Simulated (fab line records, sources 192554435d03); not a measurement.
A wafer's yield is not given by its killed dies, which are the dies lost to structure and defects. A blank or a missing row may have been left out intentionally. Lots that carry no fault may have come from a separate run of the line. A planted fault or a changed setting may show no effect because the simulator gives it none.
Struck lot and sound lot, side by side -- flow n5 finfet -- 17 out of 1938 route steps
Sound: wafers L426.1, L426.2, L426.6. Wafers struck: L433.2, L433.3, L433.4. The cause comes at the end.
For every step that has rows: the tool of each side, followed by ch and its chambers, followed by its first start. Under that, the readings that differ: sound wafers -- struck wafers -- difference of the means -- sigmas: that difference in standard deviations of wafers without a fault.
alike: a reading whose means differ by less than 2 such deviations, as well as words and numbers matching on both sides. not compared: withheld readings; readings where some wafer has no value; bounds like >300 that might hide an equal value; numbers whose values overlap and for which the record gives no deviation.
Wherever a step has rows on one side only, a row that says differs or no value, or a row with sigmas, the two part there. Numbers that don't overlap but have no deviation are shown without sigmas and don't part them. A reading that every wafer of one side lacks parts them only if that side has two wafers or more.

first, 8 steps without rows for these wafers: N5_SD_EPI_P_COAT_34 (time 60 s, resist thk 350 nm); N5_SD_EPI_P_COAT_35 (time 60 s, resist thk 35 nm); N5_SD_EPI_P_COAT_03 (resist thk 150 nm); N5_SD_EPI_P_EBR_05; N5_SD_EPI_P_SOFTBAKE_04 (time 60 s); N5_SD_EPI_P_EXPOSE_06 (exposes mask SD P BLK, target cd 240 nm); N5_SD_EPI_P_PEB_07 (peb time 60 s); N5_SD_EPI_P_DEVELOP_08 (develop time 30 s).
N5_SD_EPI_P_CD_MEAS_09 targets a cd of 240 nm.
  sound on cd sem-01 ch 0, day 5 05:22; struck on cd sem-03 ch 0, day 6 23:26
  alike: cd nm
N5_SD_EPI_P_OVL_MEAS_10:
  sound on overlay-01 ch 0, day 5 05:24; struck on overlay-01 ch 0, day 6 23:28
  alike: SD_P_BLK_OVL
N5_SD_EPI_P_INSPECT_11: inspects for defects (macro).
  sound: defect inspect-01 at day 5 05:26; struck: defect inspect-01 at day 6 23:29
  alike: raw defect count
N5_SD_EPI_P_DESCUM_14: chemistry O2, time 7.9 s.
  sound on rie diel-05 ch 0,1,2, day 5 05:31; struck on rie diel-04 ch 0,1, day 6 23:32
  alike: chamber pressure mTorr, drypump motor current A, oes product au, rf vpp V, showerhead plenum p Torr, throttle valve pct
  not compared: rf hours counter h
N5_SD_EPI_P_ETCH_36: etches SiARC in CF4, target depth 45.5 nm, time 75.8 s.
  sound on rie diel-05 ch 0,1,2, day 5 05:33; struck on rie diel-04 ch 0,1, day 6 23:34
  no value came back on the struck wafers for any of 9 readings (bias w (W), cf4 flow sccm (sccm) and others); on the sound wafers bias w (W) reads 36.06 36.02 35.98
reading,sound,struck,difference,sigmas
model.CAR-ArF-block_of_SD_EPI_P_COAT_03.thk nm (nm),111.8 111.8 111.8,143.2 142.8 143,+31.2,
  not compared: rf hours counter h
N5_SD_EPI_P_ETCH_37: etches SOC in N2/H2, overetch 108 nm, time 486 s.
  sound on rie diel-05 ch 0,1,2, day 5 05:36; struck on rie diel-04 ch 0,1, day 6 23:37
reading,sound,struck,difference,sigmas
oes product au (a.u.),0.66 0.81 0.65,0.26 0.31 0.32,-0.41,-6
  alike: bias w, chamber pressure mTorr, drypump motor current A, rf vpp V, showerhead plenum p Torr, throttle valve pct
  not compared: rf hours counter h
then, 1 step without rows for these wafers: N5_SD_EPI_P_STRIP_38 (strips in N2/H2).
N5_BEOL_M4_RC_MEAS_101:
  the record has rows for the sound wafers here (prober-02 ch 0, day 9 10:55) and none for the struck ones
-- the record jumps here: 9 days lie between the struck wafers' starts before and after (it left off in module BEOL_M4 and takes up again in module PASSIVATION, whose first step shown is number 1936 of the route) --
N5_PASSIVATION_PROBE_49:
  sound: prober-02 at day 13 09:46; struck: prober-01 at day 15 18:16
reading,sound,struck,difference,sigmas
defect limited yield (%),92.2 91.6 93.4,0 0 0,-92,-62
killed at front end,37 41 30,1124 1083 1110,+1070,+82
killed dies,92 99 78,1180 1180 1180,+1090,+61
killed on rim,10 16 8,152 152 152,+141,+35
killed short,28 29 26,50 46 35,+16,+2
sort_bin_5_function (%),4.3 4.7 3.7,95.7 95.3 96.5,+91.6,+92
sort n pass,1088 1081 1102,0 0 0,-1090,-61
sort yield pct (%),92.2 91.6 93.4,0 0 0,-92,-62
  alike: killed_at_M0_to_M3, killed_at_M4_up, killed at contacts, killed at other, killed open, sort_bin_6_memory

== WHERE THEY PART ==
First at N5_SD_EPI_P_ETCH_36; last, within this record, at N5_PASSIVATION_PROBE_49.

WHY: what had been put in by the simulator
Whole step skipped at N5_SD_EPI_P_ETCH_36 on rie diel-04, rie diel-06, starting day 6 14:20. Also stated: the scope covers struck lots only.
